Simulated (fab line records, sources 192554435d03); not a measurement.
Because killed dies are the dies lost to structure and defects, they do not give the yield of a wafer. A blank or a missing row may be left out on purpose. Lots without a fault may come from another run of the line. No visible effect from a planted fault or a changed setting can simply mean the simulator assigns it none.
The tool behind it: which one?    flow n5_finfet    Sampling: 24 lots, 72 wafers, 5 of 1938 route steps

== WHAT THE GAUGES SHOWED, per wafer ==
N5_MOL_CONTACT_COAG_CD_MEAS_101: target cd 16 nm. Usual: cd_nm reads 15.9 nm (standard deviation 0.32).
lot   measured      on         cd_nm (nm)      flag
L074  day 5 02:46   cd_sem-01  15.6 15.6 15.6  
L075  day 5 14:57   cd_sem-03  16.0 16.2 15.6  
L076  day 5 18:02   cd_sem-01  15.9 16.1 15.6  
L077  day 5 21:35   cd_sem-02  15.9 15.4 15.9  
L078  day 6 07:25   cd_sem-01  15.8 16.3 15.5  
L079  day 6 11:27   cd_sem-02  15.8 15.7 15.7  
L080  day 6 17:45   cd_sem-02  15.5 15.7 15.7  
L081  day 6 21:13   cd_sem-01  16.0 15.7 15.9  
L082  day 7 06:00   cd_sem-01  16.0 15.9 15.7  
L083  day 7 12:56   cd_sem-01  16.1 16.4 16.3  
L084  day 7 16:58   cd_sem-02  15.9 16.1 15.7  
L085  day 8 03:28   cd_sem-02  15.7 16.3 16.2  
L086  day 8 07:08   cd_sem-02  16.0 16.1 15.7  
L087  day 8 12:07   cd_sem-02  15.6 15.9 16.1  
L088  day 8 16:10   cd_sem-01  15.6 15.3 15.3  
L089  day 8 20:05   cd_sem-02  15.5 16.1 15.7  
L090  day 9 05:22   cd_sem-01  15.8 15.6 15.5  
L091  day 9 08:23   cd_sem-02  15.9 15.7 16.0  
L092  day 9 18:04   cd_sem-02  15.8 16.2 16.1  
L093  day 9 20:08   cd_sem-02  16.1 16.1 16.0  
L094  day 10 10:14  cd_sem-03  16.0 15.9 16.2  
L095  day 10 10:23  cd_sem-02  16.7 16.6 16.4  
L096  day 10 23:52  cd_sem-03  15.9 15.7 16.2  
L097  day 11 02:28  cd_sem-01  15.7 16.1 15.8  

N5_BEOL_M0_SAQP_CD_MEAS_25: target cd 13.1 nm. Usual: cd_nm reads 12.82 nm (standard deviation 0.23).
lot   measured      on         cd_nm (nm)         flag
L074  day 5 10:21   cd_sem-03  12.82 12.99 13.00  
L075  day 5 22:16   cd_sem-02  12.38 13.08 13.05  
L076  day 6 00:55   cd_sem-03  13.12 12.84 13.06  
L077  day 6 05:37   cd_sem-02  12.30 12.95 13.18  
L078  day 6 14:53   cd_sem-02  13.26 13.03 12.64  
L079  day 6 19:02   cd_sem-03  13.06 12.91 13.26  
L080  day 7 01:04   cd_sem-01  12.57 12.91 12.59  
L081  day 7 06:51   cd_sem-03  12.84 12.71 12.97  
L082  day 7 13:32   cd_sem-03  12.75 12.47 12.75  
L083  day 7 19:54   cd_sem-02  12.80 13.15 12.56  
L084  day 8 01:09   cd_sem-02  12.94 12.53 12.71  
L085  day 8 11:37   cd_sem-02  12.69 12.70 12.70  
L086  day 8 16:47   cd_sem-02  12.73 12.95 13.09  
L087  day 8 20:37   cd_sem-03  13.06 13.01 13.14  
L088  day 8 23:09   cd_sem-01  12.36 12.96 12.89  
L089  day 9 04:07   cd_sem-01  12.80 12.97 12.77  
L090  day 9 12:34   cd_sem-02  12.95 12.90 12.99  
L091  day 9 16:46   cd_sem-03  13.23 12.89 12.48  
L092  day 10 00:50  cd_sem-03  12.89 12.91 12.87  
L093  day 10 04:56  cd_sem-01  12.65 12.61 12.51  
L094  day 10 18:53  cd_sem-03  12.62 12.89 13.02  
L095  day 10 22:19  cd_sem-03  12.40 12.62 12.84  
L096  day 11 07:11  cd_sem-01  12.74 12.52 12.90  
L097  day 11 10:08  cd_sem-03  12.57 12.35 12.86  

N5_BEOL_M0_SAQP_INSPECT_42: inspects for defects (brightfield). Usual: raw_defect_count reads 272 (standard deviation 65).
lot   measured      on                 raw_defect_count  flag
L074  day 5 12:38   defect_inspect-01  234 330 192       
L075  day 6 00:38   defect_inspect-02  353 175 355       
L076  day 6 03:12   defect_inspect-01  336 320 357       
L077  day 6 07:59   defect_inspect-01  265 233 235       
L078  day 6 17:07   defect_inspect-01  313 255 205       
L079  day 6 21:20   defect_inspect-02  394 221 180       
L080  day 7 03:36   defect_inspect-02  189 241 318       
L081  day 7 09:34   defect_inspect-02  431 375 310       
L082  day 7 15:41   defect_inspect-02  309 218 329       
L083  day 7 22:16   defect_inspect-02  193 272 296       
L084  day 8 03:36   defect_inspect-02  200 239 188       
L085  day 8 14:14   defect_inspect-02  282 350 283       
L086  day 8 19:08   defect_inspect-01  270 365 209       
L087  day 8 22:56   defect_inspect-02  332 226 327       
L088  day 9 01:37   defect_inspect-01  248 238 258       
L089  day 9 06:43   defect_inspect-02  525 302 233       
L090  day 9 14:51   defect_inspect-02  288 281 310       
L091  day 9 19:16   defect_inspect-02  321 207 197       
L092  day 10 03:28  defect_inspect-01  221 239 315       
L093  day 10 07:32  defect_inspect-02  252 362 213       
L094  day 10 21:14  defect_inspect-01  263 260 251       
L095  day 11 00:28  defect_inspect-02  268 286 284       
L096  day 11 09:32  defect_inspect-02  278 234 284       
L097  day 11 12:17  defect_inspect-02  253 230 182       

== EACH LOT AND THE TOOL THAT RAN IT (in order: tool; ch and the chambers of the sampled wafers; start) ==
lot   N5_BEOL_M0_SAQP_MANDREL1_REMOVE_100  N5_BEOL_M0_SAQP_ETCH_106
L074  rie_si-05 ch 0,1,2, day 5 10:14      rie_diel-06 ch 1,2, day 5 11:04
L075  rie_si-05 ch 2,3, day 5 22:09        rie_diel-02 ch 2,3, day 5 23:04
L076  rie_si-06 ch 0,1,2, day 6 00:48      rie_diel-06 ch 1,2,3, day 6 01:45
L077  rie_si-05 ch 0,1,2, day 6 05:30      rie_diel-06 ch 2,3, day 6 06:32
L078  rie_si-05 ch 1,3, day 6 14:47        rie_diel-04 ch 2,3, day 6 15:35
L079  rie_si-05 ch 0,1,2, day 6 18:55      rie_diel-02 ch 1,2,3, day 6 19:44
L080  rie_si-05 ch 0,1,2, day 7 00:57      rie_diel-04 ch 0,1,3, day 7 01:46
L081  rie_si-05 ch 0,1,2, day 7 06:44      rie_diel-06 ch 0,2, day 7 07:51
L082  rie_si-05 ch 0,1, day 7 13:25        rie_diel-02 ch 1,2, day 7 14:14
L083  rie_si-05 ch 1,2,3, day 7 19:47      rie_diel-04 ch 0,2,3, day 7 20:36
L084  rie_si-03 ch 0,1, day 8 01:02        rie_diel-02 ch 1,2,3, day 8 01:52
L085  rie_si-03 ch 1,2,3, day 8 11:31      rie_diel-02 ch 0,1, day 8 12:41
L086  rie_si-06 ch 2,3, day 8 16:41        rie_diel-02 ch 1,2, day 8 17:34
L087  rie_si-03 ch 0,3, day 8 20:31        rie_diel-06 ch 1,2,3, day 8 21:20
L088  rie_si-06 ch 2,3, day 8 23:02        rie_diel-04 ch 0,1,3, day 9 00:07
L089  rie_si-05 ch 0,1,2, day 9 04:01      rie_diel-04 ch 1,2,3, day 9 05:11
L090  rie_si-06 ch 0,2, day 9 12:28        rie_diel-04 ch 0,2,3, day 9 13:20
L091  rie_si-05 ch 0,2,3, day 9 16:40      rie_diel-04 ch 0,1,2, day 9 17:42
L092  rie_si-03 ch 0,1,2, day 10 00:43     rie_diel-02 ch 2,3, day 10 01:57
L093  rie_si-05 ch 0,3, day 10 04:50       rie_diel-02 ch 1,2,3, day 10 05:39
L094  rie_si-06 ch 0,2,3, day 10 18:46     rie_diel-04 ch 0,2,3, day 10 19:37
L095  rie_si-05 ch 0,1,2, day 10 22:12     rie_diel-04 ch 0,2,3, day 10 23:01
L096  rie_si-05 ch 1,2,3, day 11 07:05     rie_diel-04 ch 1,2,3, day 11 08:05
L097  rie_si-03 ch 1,2, day 11 10:01       rie_diel-02 ch 0,1, day 11 10:50
- N5_BEOL_M0_SAQP_MANDREL1_REMOVE_100: chemistry HBr/Cl2/O2, target a-Si, stops on SiNx, bt time 10 s.
- N5_BEOL_M0_SAQP_ETCH_106: etches SOC in N2/H2, stops on SiNx, target depth 150 nm.

== AS READ BY THE TOOLS THEMSELVES (means over the sampled wafers that have a number; for cases with no such wafer, the mark the record gives instead) ==
N5_BEOL_M0_SAQP_MANDREL1_REMOVE_100. Usual: drypump_motor_current_A 6.0 A, standard deviation 0.4; oes_product_au 0.994 a.u., standard deviation 0.016; throttle_valve_pct 36.6 %, standard deviation 0.31.
lot   tool       drypump_motor_current_A (A)  oes_product_au (a.u.)  throttle_valve_pct (%)  flag
L074  rie_si-05  6.3                          0.979                  36.4                    
L075  rie_si-05  5.9                          1.005                  36.7                    
L076  rie_si-06  6.0                          1.003                  36.7                    
L077  rie_si-05  6.3                          0.984                  36.4                    
L078  rie_si-05  6.0                          0.986                  36.9                    
L079  rie_si-05  6.3                          0.981                  36.4                    
L080  rie_si-05  6.3                          0.985                  36.5                    
L081  rie_si-05  6.3                          0.994                  36.5                    
L082  rie_si-05  6.3                          0.986                  36.4                    
L083  rie_si-05  6.2                          0.997                  36.7                    
L084  rie_si-03  6.0                          0.992                  36.4                    
L085  rie_si-03  5.5                          0.984                  36.5                    
L086  rie_si-06  6.0                          1.013                  36.6                    
L087  rie_si-03  5.3                          0.995                  36.4                    
L088  rie_si-06  6.1                          1.004                  36.6                    
L089  rie_si-05  6.3                          0.987                  36.5                    
L090  rie_si-06  5.9                          1.017                  36.7                    
L091  rie_si-05  6.0                          0.992                  36.4                    
L092  rie_si-03  5.9                          0.995                  36.3                    
L093  rie_si-05  6.0                          0.991                  36.4                    
L094  rie_si-06  6.1                          1.008                  36.7                    
L095  rie_si-05  6.3                          0.997                  36.5                    
L096  rie_si-05  6.2                          1.004                  36.7                    
L097  rie_si-03  5.8                          0.991                  36.5                    

N5_BEOL_M0_SAQP_ETCH_106. Usual: drypump_motor_current_A 5.8 A, standard deviation 0.58; oes_product_au 0.80 a.u., standard deviation 0.073; rf_vpp_V 240.5 V, standard deviation 1.4; showerhead_plenum_p_Torr 2.52 Torr, standard deviation 0.082; throttle_valve_pct 17.83 %, standard deviation 0.22.
lot   tool         drypump_motor_current_A (A)  oes_product_au (a.u.)  rf_vpp_V (V)  showerhead_plenum_p_Torr (Torr)  throttle_valve_pct (%)  flag
L074  rie_diel-06  5.9                          0.74                   241.4         2.58                             18.09                   
L075  rie_diel-02  6.7                          0.82                   240.8         2.48                             18.07                   
L076  rie_diel-06  5.5                          0.75                   241.4         2.55                             18.00                   
L077  rie_diel-06  5.4                          0.77                   241.0         2.48                             17.90                   
L078  rie_diel-04  5.5                          0.76                   240.1         2.43                             17.79                   
L079  rie_diel-02  6.6                          0.79                   240.9         2.54                             17.85                   
L080  rie_diel-04  5.6                          0.87                   241.5         2.50                             17.76                   
L081  rie_diel-06  6.2                          0.88                   241.7         2.56                             17.77                   
L082  rie_diel-02  6.4                          0.77                   241.9         2.60                             17.63                   
L083  rie_diel-04  5.6                          0.80                   238.9         2.45                             17.74                   
L084  rie_diel-02  6.6                          0.78                   240.3         2.54                             17.87                   
L085  rie_diel-02  5.7                          0.82                   241.2         2.61                             17.66                   
L086  rie_diel-02  6.4                          0.76                   241.6         2.60                             17.65                   
L087  rie_diel-06  5.5                          0.73                   241.1         2.54                             18.02                   
L088  rie_diel-04  5.6                          0.85                   240.3         2.50                             17.78                   
L089  rie_diel-04  5.3                          0.77                   239.8         2.47                             17.81                   
L090  rie_diel-04  5.6                          0.79                   240.0         2.44                             17.75                   
L091  rie_diel-04  5.4                          0.81                   240.3         2.48                             17.72                   
L092  rie_diel-02  6.6                          0.79                   238.8         2.47                             17.89                   
L093  rie_diel-02  6.6                          0.77                   239.6         2.53                             17.89                   
L094  rie_diel-04  5.6                          0.78                   239.5         2.44                             17.77                   
L095  rie_diel-04  5.6                          0.77                   239.4         2.44                             17.78                   
L096  rie_diel-04  5.3                          0.75                   240.2         2.47                             17.83                   
L097  rie_diel-02  6.1                          0.76                   241.8         2.63                             17.68                   

== THE ANSWER, worked out from the rows above alone ==
Rule: a lot counts as off when the mean over its wafers that have a number is more than 3 standard deviations away from the usual mean. A lot without any number at a reading at which 4 lots or more have one is off too. Any other lot the step has rows for is counted as sound. After the gauges, taken in route order, come the tools' own readings; for these a lot's mean is taken, as printed above. The first step at which some lot is off is used, and at that step the reading that is off furthest; a lot without a number counts as furthest.
None of the lots is off at any reading shown; this tells nothing.

== WHAT WAS PUT IN BY THE SIMULATOR ==
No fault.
